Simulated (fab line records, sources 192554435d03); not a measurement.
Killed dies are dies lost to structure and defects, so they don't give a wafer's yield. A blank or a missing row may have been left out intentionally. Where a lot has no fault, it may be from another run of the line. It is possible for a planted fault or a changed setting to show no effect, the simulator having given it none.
Which tool did it? ; flow n5_finfet ; 36 wafers from 12 lots sampled at 2 of the route's 1938 steps

WHAT THE GAUGES SHOWED, per wafer
N5_SDB_INSPECT_13: inspects for defects (brightfield).
lot;measured;on;raw_defect_count
L075;day 3 23:47;defect_inspect-02;50 49 61
L077;day 4 11:29;defect_inspect-01;100 61 146
L079;day 4 23:57;defect_inspect-02;89 64 93
L081;day 5 10:56;defect_inspect-02;85 55 69
L083;day 6 01:30;defect_inspect-01;50 92 37
L085;day 6 12:54;defect_inspect-01;103 72 41
L086;day 7 04:35;defect_inspect-02;41 39 35
L089;day 7 15:53;defect_inspect-02;45 70 63
L091;day 7 22:13;defect_inspect-01;57 75 81
L093;day 8 14:44;defect_inspect-01;93 130 104
L095;day 9 02:50;defect_inspect-01;91 104 70
L097;day 9 16:44;defect_inspect-02;116 95 171

EACH LOT AND THE TOOL THAT RAN IT (in order: tool; ch and the chambers of the sampled wafers; start)
lot;N5_ILD0_LINER_00
L075;ald_sin-03 ch 0,1,3, day 3 17:01
L077;ald_sin-01 ch 0,3, day 4 04:32
L079;ald_sin-03 ch 0,2,3, day 4 17:11
L081;ald_sin-03 ch 1,2,3, day 5 04:08
L083;ald_sin-02 ch 0,3, day 5 18:43
L085;ald_sin-01 ch 0,1,2, day 6 04:31
L086;ald_sin-03 ch 0,1,3, day 6 21:29
L089;ald_sin-03 ch 0,1,3, day 7 09:14
L091;ald_sin-02 ch 0,2,3, day 7 15:31
L093;ald_sin-02 ch 0,1,2, day 8 06:38
L095;ald_sin-02 ch 0,1,3, day 8 19:16
L097;ald_sin-01 ch 0,3, day 9 09:35
- N5_ILD0_LINER_00: material SiNx, target thk 4 nm, pulse time 1 s, purge time 2 s.

THE ANSWER, worked out from the rows above alone
Rule: usual is defined by the lots themselves. The widest of any qualifying gaps counts: lots, ordered by their means at a reading, are off when they make up no more than a third of the lots, leave a main group of 4 or more, and stand apart from it by 3 or more times the standard deviation of that group's means. Not used: any main group whose means are identical at the precision the tables above print for the reading. Also off: a lot with no number at a reading for which 4 or more lots have one. Any other lot the step has rows for is counted as sound.
No lot is off at any reading shown: from this, nothing can be told.

WHAT THE SIMULATOR HAD INSERTED
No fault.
